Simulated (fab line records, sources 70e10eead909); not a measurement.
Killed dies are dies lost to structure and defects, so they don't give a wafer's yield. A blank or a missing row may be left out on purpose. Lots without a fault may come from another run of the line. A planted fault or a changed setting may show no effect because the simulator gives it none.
fab line records | flow nand_harc
record lots=5 wafers=15 last_day=24
route steps=1159 shown A_SGD_CUT@768 A_SLIT@779
lots that met no fault: from a run of the same line without faults
start_h: hours from the record's first day to the start of the lot's first wafer shown | wait_h: hours since the lot's step before | " the same as in the row above | L1.1+2: a row that stands for several wafers | - no value, or no start given | * or withheld: withheld | < > ~ a bound
route shown NAME@n: a module of which the file shows steps, and the number in the route of the first | usual: mean/standard deviation of fault-free wafers | same: alike in all rows | chamber/n: place in a boat | sites: the reading at each site | _std_site: their standard deviation | _edge_site: outer sites' mean less inner sites' | radius_mm: how far each site lies from the wafer's centre | mask NAME#n: copy n | behind: the tool/chamber that last shaped the wafer | hold: why the lot was held/for how many hours/how that ended | device: the transistor (n, p or np) that didn't switch | end of line: the same wafers' tests at the end of the route | a step without rows: its recipe alone | killed: dies lost to structure and defects at the first sort, not the wafer's yield | map: a wafer's dies, x killed, . not, _ none there
set.NAME: the setting as run; set.NAME@STEP: as run at that earlier step | model.NAME: the simulator's own value behind a step, which no gauge read
lots at some steps of the route; a table a step, a row a wafer
services: from which hour (start_h, from the record's first day; less than 0 if before it) a tool's chamber was out of use, for how many hours, and why
## steps
# step NHARC_A_SGD_CUT_PRECLEAN_18
# recipe time_s=* temp_c=50 bath_age_min=0 chemistry=SC1
# usual diw_flow_mL_min=1415/4.1 h2o2_flow_mL_min=56.62/0.18
# columns lot.wafer tool chamber start_h wait_h diw_flow_mL_min h2o2_flow_mL_min
L075.3 wet_bench-04 2 307.53 - 1417 56.50
L075.6 " 3 " " 1421 56.58
L075.4 " 4 " " 1414 56.48
L087.3 wet_bench-04 0 383.18 - 1417 56.58
L087.6 " 1 " " 1416 56.68
L087.5 " 3 " " 1418 56.72
L088.5 wet_bench-09 3 393.59 - 1411 56.68
L088.2 " 5 " " 1414 56.55
L088.6 " 6 " " 1417 56.62
L096.6 wet_bench-04 3 434.26 - 1414 56.58
L096.5 " 4 " " 1414 56.73
L096.2 " 5 " " 1407 56.64
L097.3 wet_bench-09 2 447.14 - 1409 56.58
L097.6 " 3 " " 1415 56.45
L097.2 " 4 " " 1412 56.53
# step NHARC_A_SGD_CUT_SRD_19
# columns lot.wafer tool chamber start_h wait_h
L075.3+6+4 wet_bench-04 2,3,4 - -
L087.3+6+5 wet_bench-04 0,1,3 - -
L088.5+2+6 wet_bench-09 3,5,6 - -
L096.6+5+2 wet_bench-04 3,4,5 - -
L097.3+6+2 wet_bench-09 2,3,4 - -
# step NHARC_A_SGD_CUT_DEP_20
# recipe target_thk_a=1500 temp_c=65 material=SiO2
# columns lot.wafer tool chamber start_h wait_h
L075.3+4+6 fcvd-01 0,1,0 307.72 -
L087.3+5+6 fcvd-01 0,0,1 383.38 -
L088.2+5+6 fcvd-01 1 393.78 -
L096.2+5+6 fcvd-02 0,0,1 434.39 -
L097.2+3+6 fcvd-02 1 447.28 -
# step NHARC_A_SGD_CUT_ANNEAL_27
# recipe temp_c=450 time_s=1800
# usual spike_tc_centre_C=450.4/1.1 spike_tc_top_C=476.2/1.1 zone_power_bottom_pct=7.46/0.081 zone_power_lower_pct=5.6/0.3
# columns lot.wafer tool chamber start_h wait_h spike_tc_centre_C spike_tc_top_C zone_power_bottom_pct zone_power_lower_pct
L075.3 furnace-07 0 311.71 4.0 452.3 475.5 7.49 5.9
L075.4 " 0 " " 450.2 476.7 7.44 5.9
L075.6 " 0 " " 452.7 475.9 7.53 5.9
L087.3 furnace-05 0 385.97 2.6 449.3 476.5 7.55 5.6
L087.5 " 0 " " 449.1 475.2 7.51 5.5
L087.6 " 0 " " 449.7 477.3 7.61 5.6
L088.2 furnace-07 0 397.00 3.2 452.1 475.3 7.40 5.8
L088.5 " 0 " " 452.1 475.5 7.44 5.9
L088.6 " 0 " " 450.2 475.4 7.36 5.9
L096.2 furnace-05 0 437.39 3.0 449.8 473.9 7.50 5.6
L096.5 " 0 " " 449.2 474.7 7.44 5.5
L096.6 " 0 " " 447.9 476.6 7.54 5.5
L097.2 furnace-07 0 450.40 3.1 450.6 475.8 7.42 5.8
L097.3 " 0 " " 449.6 475.8 7.42 5.9
L097.6 " 0 " " 450.8 474.1 7.57 5.9
# step NHARC_A_SGD_CUT_CMP_21
# recipe target_thk_nm=148.19
# usual motor_current_A=12.0/0.83 time_to_endpoint_s=50.0/2.4
# columns lot.wafer tool chamber start_h wait_h motor_current_A time_to_endpoint_s
L075.3 cmp-01 2 313.16 0.4 11.6 54.5
L075.4 " 0 " " 12.5 51.5
L075.6 " 2 " " 11.2 51.6
L087.3 cmp-04 3 387.46 0.4 13.0 54.5
L087.5 " 1 " " 11.8 52.9
L087.6 " 2 " " 11.2 49.0
L088.2 cmp-04 1 398.50 0.4 11.6 50.5
L088.5 " 0 " " 11.7 49.4
L088.6 " 1 " " 11.8 50.5
L096.2 cmp-02 1 438.89 0.4 12.5 52.3
L096.5 " 3 " " 14.2 51.7
L096.6 " 0 " " 13.2 52.0
L097.2 cmp-04 2 452.00 0.5 11.3 49.7
L097.3 " 3 " " 13.1 51.7
L097.6 " 2 " " 11.2 50.9
# step NHARC_A_SGD_CUT_THK_MEAS_22
# recipe thk_meas_gauge=ellipsometry
# usual thk_nm=148.1/1.3
# columns lot.wafer tool chamber start_h wait_h thk_nm
L075.3 film_metro-02 - 313.41 0.2 149.0
L075.4 " - " " 149.2
L075.6 " - " " 148.6
L087.3 film_metro-01 - 387.66 0.2 147.3
L087.5 " - " " 147.3
L087.6 " - " " 147.2
L088.2 film_metro-02 - 398.73 0.2 149.3
L088.5 " - " " 149.9
L088.6 " - " " 149.6
L096.2 film_metro-01 - 439.10 0.2 149.0
L096.5 " - " " 147.1
L096.6 " - " " 149.6
L097.2 film_metro-02 - 452.23 0.2 147.5
L097.3 " - " " 147.5
L097.6 " - " " 148.3
# step NHARC_A_SGD_CUT_SRD_23
# columns lot.wafer tool chamber start_h wait_h
L075.6+4+3 wet_bench-04 2,5,7 313.45 0.0
L087.6+5+3 wet_bench-06 3,5,6 387.71 0.0
L088.2+5+6 wet_bench-06 5,6,0 398.77 0.0
L096.2+6+5 wet_bench-04 6,0,1 439.14 0.0
L097.2+3+6 wet_bench-06 3,4,5 452.29 0.1
# step NHARC_A_SGD_CUT_ETCH_26
# recipe target_depth_a=458 chemistry=dHF material=SiO2
# columns lot.wafer tool chamber start_h wait_h
L075.6+4+3 wet_bench-04 2,5,7 313.48 0.0
L087.6+5+3 wet_bench-06 3,5,6 387.74 0.0
L088.2+5+6 wet_bench-06 5,6,0 398.80 0.0
L096.2+6+5 wet_bench-04 6,0,1 439.17 0.0
L097.2+3+6 wet_bench-06 3,4,5 452.31 0.0
# step NHARC_A_SGD_CUT_ETCHBACK_24
# recipe target_depth_a=500 over_etch_frac=0.3 time_s=92.857 ion_energy_ev=120 ch3f_flow_sccm=50 o2_flow_sccm=30 ar_flow_sccm=200 rf_w=500 bias_w=100 chemistry=CH3F/O2
# usual drypump_motor_current_A=5.8/0.49 oes_product_au=0.96/0.036 rf_vpp_V=244.3/1.8 showerhead_plenum_p_Torr=2.46/0.13 throttle_valve_pct=20.663/0.0091
# same over_etch_frac=0.3
# columns lot.wafer tool chamber start_h wait_h drypump_motor_current_A oes_product_au rf_hours_counter_h rf_vpp_V showerhead_plenum_p_Torr throttle_valve_pct
L075.3 rie_diel-12 3 313.65 0.1 5.7 0.99 11 246.3 2.54 20.674
L075.4 " 2 " " 5.8 0.99 - 243.8 2.37 20.666
L075.6 " 0 " " 6.7 0.98 - 241.7 2.38 20.653
L087.3 rie_diel-05 1 387.90 0.1 5.4 1.00 4 243.9 2.36 20.645
L087.6 " 0 " " 5.3 1.00 - 244.9 2.46 20.648
L087.5 " 1 " " 5.4 1.00 - 242.6 2.36 20.655
L088.2 rie_diel-05 2 398.98 0.2 6.3 0.94 5 245.2 2.59 20.666
L088.6 " 0 " " 5.3 0.95 - 243.8 2.46 20.662
L088.5 " 1 " " 5.5 0.94 - 244.0 2.36 20.682
L096.2 rie_diel-10 0 439.35 0.2 6.3 1.00 7 247.7 2.64 20.664
L096.5 " 2 " " 6.4 0.98 - 246.6 2.61 20.659
L096.6 " 0 " " 6.3 0.99 - 247.3 2.64 20.652
L097.3 rie_diel-10 2 452.47 0.1 6.4 0.91 7 246.7 2.61 20.652
L097.2 " 3 " " 5.4 0.92 4 246.6 2.51 20.667
L097.6 " 1 " " 5.2 0.92 - 242.1 2.29 20.660
# step NHARC_A_SGD_CUT_STRIP_28
# recipe time_s=20 o2_flow_sccm=500 ar_flow_sccm=0 bias_w=0 chemistry=O2
# usual drypump_motor_current_A=5.8/0.48 oes_product_au=0.997/0.0075 rf_vpp_V=57.8/0.99 showerhead_plenum_p_Torr=3.54/0.17 throttle_valve_pct=17.037/0.0094
# columns lot.wafer tool chamber start_h wait_h drypump_motor_current_A oes_product_au rf_hours_counter_h rf_vpp_V showerhead_plenum_p_Torr throttle_valve_pct
L075.3 rie_diel-12 0 313.81 0.1 6.8 0.985 11 58.5 3.42 17.045
L075.6 " 3 " " 5.7 0.994 - 56.8 3.64 17.024
L075.4 " 0 " " 6.8 0.996 - 58.9 3.42 17.061
L087.3 rie_diel-05 1 - - 5.4 1.003 4 58.0 3.40 17.042
L087.5 " 3 " " 5.7 0.995 - 56.4 3.29 17.039
L087.6 " 0 " " 5.3 0.992 - 56.5 3.53 17.031
L088.2 rie_diel-05 1 - - 5.4 0.995 6 57.2 3.40 17.046
L088.6 " 0 " " 5.3 0.988 - 57.3 3.53 17.050
L088.5 " 1 " " 5.4 1.006 - 58.2 3.40 17.034
L096.2 rie_diel-10 0 439.50 0.1 6.3 0.999 7 59.2 3.78 17.032
L096.6 " 0 " " 6.3 0.992 - 59.3 3.78 17.041
L096.5 " 1 " " 5.3 0.999 - 56.9 3.30 17.054
L097.2 rie_diel-10 1 - - 5.3 0.990 8 54.8 3.30 17.041
L097.3 " 0 " " 6.3 1.000 8 59.1 3.77 17.028
L097.6 " 2 " " 6.4 0.993 - 58.5 3.74 17.027
# step NHARC_A_SGD_CUT_INSPECT_25
# usual raw_defect_count=327/77
# columns lot.wafer tool chamber start_h wait_h raw_defect_count
L075.3 defect_inspect-01 - 313.91 - 235
L075.4 " - " " 294
L075.6 " - " " 261
L087.3 defect_inspect-01 - 388.13 - 307
L087.5 " - " " 290
L087.6 " - " " 257
L088.2 defect_inspect-01 - 399.19 - 331
L088.5 " - " " 339
L088.6 " - " " 384
L096.2 defect_inspect-02 - 439.60 - 271
L096.5 " - " " 236
L096.6 " - " " 223
L097.2 defect_inspect-01 - 452.71 - 217
L097.3 " - " " 392
L097.6 " - " " 346
# step NHARC_A_SLIT_DEP_25
# recipe target_thk_a=2000 temp_c=400 pressure_torr=6.5 rf_w=900 teos_flow_sccm=161.4 flow_sccm=2650 target_thk_nm=200 gas=O2 material=SiO2
# usual heater_power_w=574/77 throttle_valve_pct=15.9/0.65
# columns lot.wafer tool chamber start_h wait_h heater_power_w throttle_valve_pct
L075.3 pecvd-03 0 314.08 0.2 600 15.6
L075.6 " 1 " " 516 15.9
L075.4 " 2 " " 730 16.4
L087.3 pecvd-02 1 388.24 0.1 577 15.8
L087.5 " 0 " " 659 16.2
L087.6 " 1 " " 601 16.1
L088.2 pecvd-04 1 399.26 0.1 546 15.7
L088.5 " 1 " " 551 15.7
L088.6 " 2 " " 677 16.2
L096.2 pecvd-02 1 439.67 0.1 600 16.1
L096.6 " 2 " " 457 15.7
L096.5 " 0 " " 616 16.6
L097.3 pecvd-02 1 452.91 0.2 556 16.4
L097.2 " 2 " " 488 15.7
L097.6 " 1 " " 573 16.3
# step NHARC_A_SLIT_DEP_00
# recipe target_thk_a=32000 temp_c=400 material=aC
# usual throttle_valve_pct=35.000/0.0094
# columns lot.wafer tool chamber start_h wait_h throttle_valve_pct
L075.3 acl_dep-03 0 315.22 - 34.996
L075.4 " 0 " " 35.003
L075.6 " 0 " " 34.999
L087.3 acl_dep-01 0 389.37 - 35.000
L087.5 " 0 " " 35.009
L087.6 " 0 " " 34.995
L088.2 acl_dep-03 0 400.34 - 35.009
L088.5 " 0 " " 35.010
L088.6 " 0 " " 35.001
L096.2 acl_dep-03 0 440.86 - 34.996
L096.5 " 0 441.86 - 35.016
L096.6 " 0 " " 34.998
L097.2 acl_dep-01 0 454.83 - 34.985
L097.3 " 0 " " 34.998
L097.6 " 0 " " 34.991
# step NHARC_A_SLIT_DEP_23
# recipe target_thk_a=1000 target_thk_nm=100 temp_c=400 pressure_torr=3.5 flow_sccm=200 rf_w=350 material=SiON
# usual heater_power_w=758/86
# columns lot.wafer tool chamber start_h wait_h heater_power_w
L075.3 pecvd-03 2 316.56 1.0 830
L075.6 " 2 " " 845
L075.4 " 0 " " 715
L087.3 pecvd-02 1 390.71 1.0 739
L087.5 " 1 " " 746
L087.6 " 0 " " 796
L088.2 pecvd-02 0 402.29 1.6 876
L088.6 " 0 " " 870
L088.5 " 1 " " 789
L096.2 pecvd-02 1 442.65 1.5 742
L096.6 " 1 " " 739
L096.5 " 2 " " 552
L097.2 pecvd-02 1 456.55 1.4 715
L097.3 " 2 " " 585
L097.6 " 2 " " 579
# step NHARC_A_SLIT_DEHYDRATE_01
# recipe temp_c=150 time_s=120
# columns lot.wafer tool chamber start_h wait_h
L075.3+4+6 litho_track-06 0 316.84 0.2
L087.3+5+6 litho_track-01 0 390.98 0.2
L088.2+5+6 litho_track-04 0 402.57 0.2
L096.2+5+6 litho_track-06 0 442.90 0.2
L097.2+3+6 litho_track-01 0 456.83 0.2
# step NHARC_A_SLIT_HMDS_02
# recipe time_s=30
# columns lot.wafer tool chamber start_h wait_h
L075.3+4+6 litho_track-06 0 - -
L087.3+5+6 litho_track-01 0 - -
L088.2+5+6 litho_track-04 0 - -
L096.2+5+6 litho_track-06 0 - -
L097.2+3+6 litho_track-01 0 - -
# step NHARC_A_SLIT_COAT_03
# recipe spin_rpm=1500 resist_thk_nm=90
# columns lot.wafer tool chamber start_h wait_h
L075.3+4+6 litho_track-06 0 - -
L087.3+5+6 litho_track-01 0 - -
L088.2+5+6 litho_track-04 0 - -
L096.2+5+6 litho_track-06 0 - -
L097.2+3+6 litho_track-01 0 - -
# step NHARC_A_SLIT_SOFTBAKE_04
# recipe temp_c=105 time_s=55
# columns lot.wafer tool chamber start_h wait_h
L075.3+4+6 litho_track-06 0 - -
L087.3+5+6 litho_track-01 0 - -
L088.2+5+6 litho_track-04 0 - -
L096.2+5+6 litho_track-06 0 - -
L097.2+3+6 litho_track-01 0 - -
# step NHARC_A_SLIT_EBR_05
# columns lot.wafer tool chamber start_h wait_h
L075.3+4+6 litho_track-06 0 - -
L087.3+5+6 litho_track-01 0 - -
L088.2+5+6 litho_track-04 0 - -
L096.2+5+6 litho_track-06 0 - -
L097.2+3+6 litho_track-01 0 - -
# step NHARC_A_SLIT_EXPOSE_06
# recipe na=1.35 dose_mj=60.82 mask_id=SLIT
# usual reticle_temp_C=23.01/0.1
# same na=1.35
# columns lot.wafer tool chamber start_h wait_h mask reticle_temp_C
L075.3 arfi_scanner-03 0 317.07 - SLIT#0 22.92
L075.4 " 0 " " SLIT#0 23.08
L075.6 " 0 " " SLIT#0 23.07
L087.3 arfi_scanner-01 0 391.13 - SLIT#0 22.93
L087.5 " 0 " " SLIT#0 23.05
L087.6 " 0 " " SLIT#0 23.03
L088.2 arfi_scanner-02 0 402.72 - SLIT#0 22.84
L088.5 " 0 " " SLIT#0 22.96
L088.6 " 0 " " SLIT#0 23.07
L096.2 arfi_scanner-03 0 443.17 - SLIT#0 22.97
L096.5 " 0 " " SLIT#0 22.98
L096.6 " 0 " " SLIT#0 22.93
L097.2 arfi_scanner-01 0 456.97 - SLIT#0 23.02
L097.3 " 0 " " SLIT#0 23.09
L097.6 " 0 " " SLIT#0 23.13
# step NHARC_A_SLIT_PEB_07
# recipe peb_temp_c=100 peb_time_s=65
# columns lot.wafer tool chamber start_h wait_h
L075.3+4+6 litho_track-06 0 317.12 0.0
L087.3+5+6 litho_track-06 0 391.19 0.0
L088.2+5+6 litho_track-04 0 402.77 0.1
L096.2+5+6 litho_track-06 0 443.23 0.1
L097.2+3+6 litho_track-01 0 457.03 0.1
# step NHARC_A_SLIT_DEVELOP_08
# recipe develop_time_s=35 dev_temp_c=23
# usual developer_temp_C=23.01/0.1
# same develop_time_s=35
# columns lot.wafer tool chamber start_h wait_h developer_temp_C
L075.3 litho_track-06 0 - - 22.93
L075.4 " 0 " " 23.16
L075.6 " 0 " " 23.14
L087.3 litho_track-06 0 - - 23.10
L087.5 " 0 " " 23.08
L087.6 " 0 " " 23.39
L088.2 litho_track-04 0 - - 22.97
L088.5 " 0 " " 22.99
L088.6 " 0 " " 22.98
L096.2 litho_track-06 0 - - 23.13
L096.5 " 0 " " 22.97
L096.6 " 0 " " 23.12
L097.2 litho_track-01 0 - - 22.93
L097.3 " 0 " " 23.05
L097.6 " 0 " " 23.03
# step NHARC_A_SLIT_CD_MEAS_09
# recipe target_cd_nm=300 landing_energy_ev=500
# usual cd_nm=299.9/0.42
# columns lot.wafer tool chamber start_h wait_h cd_nm
L075.3 cd_sem-03 0 317.21 - 299.7
L075.4 " 0 " " 300.1
L075.6 " 0 " " 300.1
L087.3 cd_sem-02 0 391.27 - 300.1
L087.5 " 0 " " 299.6
L087.6 " 0 " " 299.5
L088.2 cd_sem-01 0 402.85 - 299.7
L088.5 " 0 " " 300.5
L088.6 " 0 " " 299.7
L096.2 cd_sem-03 0 443.31 - 299.9
L096.5 " 0 " " 299.9
L096.6 " 0 " " 300.2
L097.2 cd_sem-01 0 457.11 - 299.7
L097.3 " 0 " " 300.5
L097.6 " 0 " " 300.3
# step NHARC_A_SLIT_OVL_MEAS_10
# usual overlay_x_nm=0.0/0.88 overlay_y_nm=0.1/0.93
# columns lot.wafer tool chamber start_h wait_h overlay_x_nm overlay_y_nm
L075.3 overlay-01 - 317.29 - -1.6 0.3
L075.4 " - " " -1.7 1.0
L075.6 " - " " -1.9 1.2
L087.3 overlay-02 - 391.35 - -1.2 0.1
L087.5 " - " " -1.6 -0.2
L087.6 " - " " -1.3 -0.1
L088.2 overlay-01 - 402.94 - 0.3 0.1
L088.5 " - " " 1.0 0.2
L088.6 " - " " 0.2 -0.1
L096.2 overlay-01 - 443.39 - 0.5 1.5
L096.5 " - " " 0.8 0.8
L096.6 " - " " 1.0 0.9
L097.2 overlay-02 - 457.19 - 0.5 -0.5
L097.3 " - " " 0.2 -1.0
L097.6 " - " " 0.9 -0.8
# step NHARC_A_SLIT_INSPECT_11
# usual raw_defect_count=22/9.8
# columns lot.wafer tool chamber start_h wait_h raw_defect_count
L075.3 defect_inspect-02 - 317.33 0.0 13
L075.4 " - " " 18
L075.6 " - " " 22
L087.3 defect_inspect-01 - 391.39 0.0 15
L087.5 " - " " 14
L087.6 " - " " 15
L088.2 defect_inspect-02 - 402.98 0.0 33
L088.5 " - " " 21
L088.6 " - " " 29
L096.2 defect_inspect-02 - 443.43 0.0 21
L096.5 " - " " 8
L096.6 " - " " 17
L097.2 defect_inspect-01 - 457.23 0.0 17
L097.3 " - " " 20
L097.6 " - " " 20
# step NHARC_A_SLIT_DESCUM_14
# recipe time_s=3 o2_flow_sccm=200 ar_flow_sccm=0 bias_power_w=0 chemistry=O2
# usual drypump_motor_current_A=5.6/0.47 oes_product_au=1.001/0.0075 rf_vpp_V=57.9/0.89 showerhead_plenum_p_Torr=1.93/0.086 throttle_valve_pct=11.311/0.01
# columns lot.wafer tool chamber start_h wait_h drypump_motor_current_A oes_product_au rf_hours_counter_h rf_vpp_V showerhead_plenum_p_Torr throttle_valve_pct
L075.3 rie_diel-04 1 317.39 0.1 5.4 1.005 1 58.1 1.87 11.320
L075.4 " 3 " " 5.7 1.013 1 58.4 1.96 11.313
L075.6 " 1 " " 5.4 1.006 - 58.6 1.87 11.311
L087.3 rie_diel-04 1 391.48 0.1 5.4 0.988 5 57.0 1.87 11.300
L087.6 " 2 " " 6.2 1.010 - 57.9 1.97 11.312
L087.5 " 3 " " 5.6 1.003 - 57.8 1.96 11.336
L088.2 rie_diel-09 2 403.04 0.1 5.2 1.006 12 57.6 1.92 11.300
L088.5 " 2 " " 5.2 1.008 - 59.0 1.92 11.303
L088.6 " 3 " " 5.6 1.001 - 58.5 1.93 11.311
L096.2 rie_diel-09 0 443.49 0.1 6.6 1.003 0 57.0 2.03 11.327
L096.6 " 0 " " 6.6 0.998 - 57.7 2.03 11.323
L096.5 " 1 " " 5.7 0.992 - 59.5 2.02 11.312
L097.3 rie_diel-03 1 457.30 0.1 5.2 0.997 3 56.5 1.79 11.319
L097.2 " 3 " " 5.5 0.998 3 58.4 2.06 11.316
L097.6 " 0 " " 5.2 1.001 - 57.7 1.86 11.302
# step NHARC_A_SLIT_ETCH_24
# recipe target_depth_a=1210 time_s=60.5 cf4_flow_sccm=100 chf3_flow_sccm=30 ar_flow_sccm=0 rf_w=500 bias_w=200 chemistry=CF4/CHF3
# usual drypump_motor_current_A=5.6/0.48 oes_product_au=0.964/0.015 rf_vpp_V=371.0/2.4 showerhead_plenum_p_Torr=1.58/0.067 throttle_valve_pct=16.803/0.0088
# columns lot.wafer tool chamber start_h wait_h drypump_motor_current_A oes_product_au rf_hours_counter_h rf_vpp_V showerhead_plenum_p_Torr throttle_valve_pct
L075.4 rie_diel-04 1 317.47 0.1 5.4 0.958 1 368.2 1.54 16.820
L075.3 " 2 " " 6.3 0.961 1 373.4 1.62 16.794
L075.6 " 1 " " 5.4 0.974 - 369.9 1.54 16.818
L087.3 rie_diel-04 1 391.55 0.1 5.4 0.978 5 368.9 1.54 16.790
L087.6 " 2 " " 6.3 0.962 - 373.1 1.62 16.789
L087.5 " 3 " " 5.6 0.954 - 371.9 1.61 16.796
L088.2 rie_diel-09 3 403.12 0.1 5.6 0.933 12 373.4 1.59 16.803
L088.6 " 3 " " 5.6 0.917 - 371.2 1.59 16.781
L088.5 " 0 " " 6.6 0.972 - 372.6 1.66 16.793
L096.2 rie_diel-09 3 443.58 0.1 5.6 0.970 0 371.1 1.59 16.817
L096.5 " 3 " " 5.6 0.986 - 371.0 1.59 16.806
L096.6 " 0 " " 6.6 0.951 - 371.5 1.66 16.814
L097.3 rie_diel-03 3 457.38 0.1 5.4 0.963 3 374.8 1.69 16.809
L097.2 " 0 " " 5.2 0.952 3 369.2 1.53 16.819
L097.6 " 2 " " 5.0 0.965 - 366.0 1.48 16.806
# step NHARC_A_SLIT_ETCH_15
# recipe target_depth_a=32000 over_etch_frac=0.3 time_s=832 ion_energy_ev=150 o2_flow_sccm=400 cos_flow_sccm=20 ar_flow_sccm=0 rf_w=500 bias_w=300 chemistry=O2/COS
# usual drypump_motor_current_A=5.6/0.46 oes_product_au=1.003/0.0069 rf_vpp_V=314.5/2 showerhead_plenum_p_Torr=3.14/0.13 throttle_valve_pct=28.329/0.0085
# same over_etch_frac=0.3
# columns lot.wafer tool chamber start_h wait_h drypump_motor_current_A oes_product_au rf_hours_counter_h rf_vpp_V showerhead_plenum_p_Torr throttle_valve_pct
L075.4 rie_diel-04 3 - - 5.7 0.994 1 315.7 3.19 28.329
L075.3 " 1 " " 5.4 0.993 1 313.7 3.05 28.334
L075.6 " 3 " " 5.7 1.001 - 316.0 3.19 28.325
L087.3 rie_diel-04 2 - - 6.3 1.010 5 315.4 3.21 28.332
L087.6 " 1 " " 5.4 1.010 - 313.7 3.05 28.328
L087.5 " 2 " " 6.2 1.006 - 316.0 3.21 28.334
L088.2 rie_diel-09 2 - - 5.2 1.002 12 314.0 3.14 28.323
L088.6 " 2 " " 5.2 1.005 - 314.1 3.13 28.328
L088.5 " 3 " " 5.6 1.012 - 315.2 3.15 28.346
L096.2 rie_diel-09 0 - - 6.6 0.996 0 317.2 3.30 28.327
L096.6 " 3 " " 5.6 0.994 - 312.9 3.14 28.328
L096.5 " 0 " " 6.6 0.999 - 317.0 3.30 28.338
L097.2 rie_diel-03 2 - - 5.0 1.000 3 311.0 2.93 28.326
L097.3 " 3 " " 5.5 0.993 3 315.6 3.35 28.352
L097.6 " 0 " " 5.2 1.002 - 312.9 3.03 28.324
# step NHARC_A_SLIT_ETCH_17
# recipe bias_v=900 source_w=withheld pressure_mtorr=20 ar_flow_sccm=375 c4f8_flow_sccm=83.3 o2_flow_sccm=41.7 time_s=1687.5 target_depth_a=1.01e+05 chemistry=C4F8/O2/Ar
# usual drypump_motor_current_A=6.0/0.84 showerhead_plenum_p_Torr=3.69/0.079 throttle_valve_pct=32.045/0.01
# columns lot.wafer tool chamber start_h wait_h drypump_motor_current_A rf_hours_counter_h showerhead_plenum_p_Torr throttle_valve_pct
L075.4 har_etch-02 1 326.68 - 6.8 - 3.75 32.039
L075.3 " 0 " " 4.8 - 3.69 32.060
L075.6 " 1 " " 6.8 - 3.75 32.052
L087.3 har_etch-01 1 392.95 - 6.4 - 3.78 32.050
L087.5 " 0 " " 6.4 - 3.55 32.051
L087.6 " 1 " " 6.4 - 3.78 32.055
L088.2 har_etch-01 1 403.80 - 6.4 37 3.78 32.049
L088.6 " 1 " " 6.4 - 3.78 32.046
L088.5 " 0 " " 6.4 - 3.54 32.035
L096.2 har_etch-02 1 444.50 - 6.9 227 3.72 32.045
L096.5 " 0 " " 4.8 - 3.66 32.052
L096.6 " 1 " " 6.8 - 3.72 32.032
L097.2 har_etch-02 1 458.84 - 6.8 238 3.71 32.046
L097.3 " 0 " " 4.8 - 3.65 32.045
L097.6 " 0 " " 4.8 - 3.65 32.052
# step NHARC_A_SLIT_ETCH_26
# recipe bias_v=400 source_w=2000 pressure_mtorr=25 time_s=90 ar_flow_sccm=375 c4f8_flow_sccm=41.7 o2_flow_sccm=83.3 target_depth_a=4000 chemistry=C4F8/O2/Ar
# usual drypump_motor_current_A=6.0/0.84 showerhead_plenum_p_Torr=3.72/0.081 throttle_valve_pct=27.620/0.0089
# columns lot.wafer tool chamber start_h wait_h drypump_motor_current_A rf_hours_counter_h showerhead_plenum_p_Torr throttle_valve_pct
L075.4 har_etch-02 1 327.71 0.8 6.8 - 3.78 27.612
L075.3 " 0 " " 4.8 - 3.72 27.598
L075.6 " 1 " " 6.8 - 3.78 27.618
L087.3 har_etch-01 1 393.78 0.6 6.4 - 3.82 27.616
L087.5 " 0 " " 6.4 - 3.58 27.620
L087.6 " 1 " " 6.4 - 3.82 27.609
L088.2 har_etch-01 1 405.29 1.2 6.4 38 3.82 27.628
L088.6 " 1 " " 6.3 - 3.82 27.630
L088.5 " 0 " " 6.4 - 3.57 27.627
L096.2 har_etch-02 1 445.76 1.0 6.8 228 3.75 27.633
L096.5 " 0 " " 4.8 - 3.69 27.626
L096.6 " 1 " " 6.8 - 3.75 27.614
L097.2 har_etch-02 1 460.12 1.0 6.8 239 3.75 27.622
L097.3 " 0 " " 4.8 - 3.69 27.626
L097.6 " 0 " " 4.8 - 3.69 27.619
# step NHARC_A_SLIT_STRIP_28
# recipe o2_flow_sccm=400 cos_flow_sccm=20 ar_flow_sccm=0 bias_w=0 chemistry=O2/COS
# columns lot.wafer tool chamber start_h wait_h
L075.4+3+6 rie_diel-03 2,3,3 328.17 0.4
L087.3+5+6 rie_diel-09 0,3,0 394.23 0.4
L088.2+6+5 rie_diel-03 2,3,0 405.81 0.5
L096.2+5+6 rie_diel-09 1,0,1 446.26 0.5
L097.2+3+6 rie_diel-04 0,3,0 460.61 0.5
# step NHARC_A_SLIT_ETCH_29
# recipe target_depth_a=1000 overetch_a=100 time_s=55 ion_energy_ev=100 cf4_flow_sccm=80 o2_flow_sccm=20 ar_flow_sccm=0 rf_w=300 bias_w=100 chemistry=CF4/O2
# usual drypump_motor_current_A=5.6/0.42 oes_product_au=1.001/0.0077 rf_vpp_V=197.8/1.3 showerhead_plenum_p_Torr=1.34/0.056 throttle_valve_pct=13.397/0.0093
# columns lot.wafer tool chamber start_h wait_h drypump_motor_current_A oes_product_au rf_hours_counter_h rf_vpp_V showerhead_plenum_p_Torr throttle_valve_pct
L075.4 rie_diel-03 0 328.27 0.1 5.2 1.003 8 197.2 1.30 13.388
L075.3 " 1 " " 5.2 1.014 5 195.7 1.26 13.407
L075.6 " 3 " " 5.4 1.000 - 199.8 1.44 13.396
L087.3 rie_diel-09 0 394.32 0.1 6.6 0.996 8 199.5 1.41 13.395
L087.6 " 0 " " 6.6 1.000 - 196.3 1.41 13.408
L087.5 " 1 " " 5.7 0.988 - 198.1 1.41 13.400
L088.2 rie_diel-03 2 405.94 0.1 5.0 1.010 0 195.6 1.25 13.409
L088.5 " 3 " " 5.4 1.005 - 199.6 1.44 13.397
L088.6 " 0 " " 5.2 1.008 - 196.8 1.30 13.412
L096.2 rie_diel-09 2 446.35 0.1 5.2 0.994 1 198.2 1.34 13.386
L096.6 " 1 " " 5.7 0.989 - 197.6 1.41 13.393
L096.5 " 2 " " 5.2 0.981 - 197.6 1.34 13.385
L097.3 rie_diel-04 2 460.70 0.1 6.2 1.002 11 199.5 1.37 13.411
L097.2 " 1 " " 5.4 1.015 12 196.9 1.30 13.401
L097.6 " 2 " " 6.2 0.996 - 199.0 1.37 13.384
## services
# columns tool chamber start_h hours kind
rie_diel-10 3 286.49 9.2 repair
wet_bench-09 - 288.80 8.0 pm
rie_diel-04 - 288.90 9.0 pm
litho_track-06 - 292.00 7.0 pm
har_etch-01 - 292.73 5.1 repair
rie_diel-03 1 296.39 18.6 repair
wet_bench-06 - 308.00 8.0 pm
har_etch-01 - 308.03 17.0 pm
rie_diel-04 0 310.28 3.1 repair
litho_track-04 - 316.00 7.0 pm
wet_bench-04 - 317.30 3.5 repair
pecvd-02 0 322.27 9.2 repair
pecvd-02 - 334.00 13.0 pm
wet_bench-04 - 339.20 8.0 pm
rie_diel-05 - 340.60 9.0 pm
rie_diel-10 - 353.50 9.0 pm
wet_bench-09 - 387.35 5.0 repair
rie_diel-03 - 392.58 9.0 pm
rie_diel-03 1 405.02 9.2 repair
rie_diel-05 0 407.06 5.7 repair
rie_diel-09 2 415.20 1.7 repair
rie_diel-04 2 422.05 4.0 repair
rie_diel-09 - 431.10 9.0 pm
litho_track-01 - 443.00 7.0 pm
## key
fault none
